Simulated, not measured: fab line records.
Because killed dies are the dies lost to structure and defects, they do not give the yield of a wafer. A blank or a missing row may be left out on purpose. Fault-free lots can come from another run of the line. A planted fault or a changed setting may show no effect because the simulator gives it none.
Chamber matching + flow nand_harc + NHARC_A_CHANNEL_FILL_D2_ETCHBACK_20 on rie_diel-02 has 4 sister chambers
The step etches the open film in C4F8/O2/Ar, target depth 27 nm, time 13.5 s. 24 wafers are shown with their chamber, then 12 later ones without.

== WAFERS WITH THEIR CHAMBER ==
| wafer  | chamber | rf_vpp_V (V) | oes_product_au (a.u.) |
|--------|---------|--------------|-----------------------|
| L074.2 | 1       | 972          | 0.963                 |
| L074.3 | 2       | 981          | 0.947                 |
| L074.5 | 0       | 983          | 0.984                 |
| L075.1 | 3       | 978          | 1.010                 |
| L075.4 | 0       | 983          | 1.004                 |
| L075.6 | 2       | 982          | 0.998                 |
| L076.2 | 2       | 983          | 0.984                 |
| L076.4 | 3       | 979          | 1.001                 |
| L076.5 | 0       | 984          | 1.016                 |
| L079.3 | 1       | 974          | 0.981                 |
| L079.4 | 0       | 983          | 0.991                 |
| L079.5 | 1       | 973          | 0.987                 |
| L080.2 | 3       | 978          | 1.010                 |
| L080.3 | 2       | 983          | 1.000                 |
| L080.5 | 1       | 974          | 0.997                 |
| L084.1 | 0       | 982          | 1.031                 |
| L084.3 | 3       | 979          | 1.016                 |
| L084.6 | 0       | 982          | 1.023                 |
| L087.1 | 2       | 983          | 0.922                 |
| L087.2 | 0       | 983          | 0.940                 |
| L087.6 | 0       | 984          | 0.933                 |
| L089.1 | 1       | 973          | 0.972                 |
| L089.2 | 0       | 982          | 0.987                 |
| L089.5 | 0       | 983          | 0.986                 |

SIGNATURES, as means of the wafers listed above
| reading        | chamber 0 | chamber 1 | chamber 2 | chamber 3 | scatter within a chamber |
|----------------|-----------|-----------|-----------|-----------|--------------------------|
| rf_vpp_V       | 982.90    | 973.20    | 982.40    | 978.50    | 0.771                    |
| oes_product_au | 0.98950   | 0.98000   | 0.97020   | 1.00925   | 0.0274                   |
Rule: for a wafer and a chamber, the distance is found by dividing, reading by reading, the gap between the wafer's reading and the chamber's mean by the reading's scatter, squaring, summing and taking the root. If the next closest chamber is less than 2 further off than the closest, the wafer can't be placed; otherwise it belongs to the closest. The scatter: take each reading less its chamber's mean, square it, sum over the shown wafers, divide by the number of wafers less the number of chambers, and take the root.

== WAFERS WITH NO CHAMBER GIVEN ==
| wafer  | rf_vpp_V (V) | oes_product_au (a.u.) |
|--------|--------------|-----------------------|
| L092.1 | 978          | 0.983                 |
| L092.2 | 984          | 0.983                 |
| L092.3 | 983          | 0.975                 |
| L093.2 | 973          | 0.987                 |
| L093.3 | 978          | 1.001                 |
| L093.5 | 982          | 0.984                 |
| L094.1 | 973          | 1.012                 |
| L094.4 | 983          | 0.994                 |
| L094.5 | 979          | 1.004                 |
| L096.1 | 982          | 0.992                 |
| L096.5 | 976          | 1.000                 |
| L096.6 | 982          | 0.995                 |

== CHAMBER TAKEN BY EACH ==
| wafer  | from the rows above     | in truth |
|--------|-------------------------|----------|
| L092.1 | 3                       | 3        |
| L092.2 | can't be placed: 0 or 2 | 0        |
| L092.3 | can't be placed: 0 or 2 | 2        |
| L093.2 | 1                       | 1        |
| L093.3 | 3                       | 3        |
| L093.5 | can't be placed: 2 or 0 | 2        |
| L094.1 | 1                       | 1        |
| L094.4 | can't be placed: 0 or 2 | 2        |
| L094.5 | 3                       | 3        |
| L096.1 | can't be placed: 2 or 0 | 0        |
| L096.5 | can't be placed: 3 or 1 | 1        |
| L096.6 | can't be placed: 2 or 0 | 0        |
Placed correctly: 5 of 12. Can't be placed from these rows: 7 (the true chamber is among the candidates in 7). Number placed wrongly: 0.
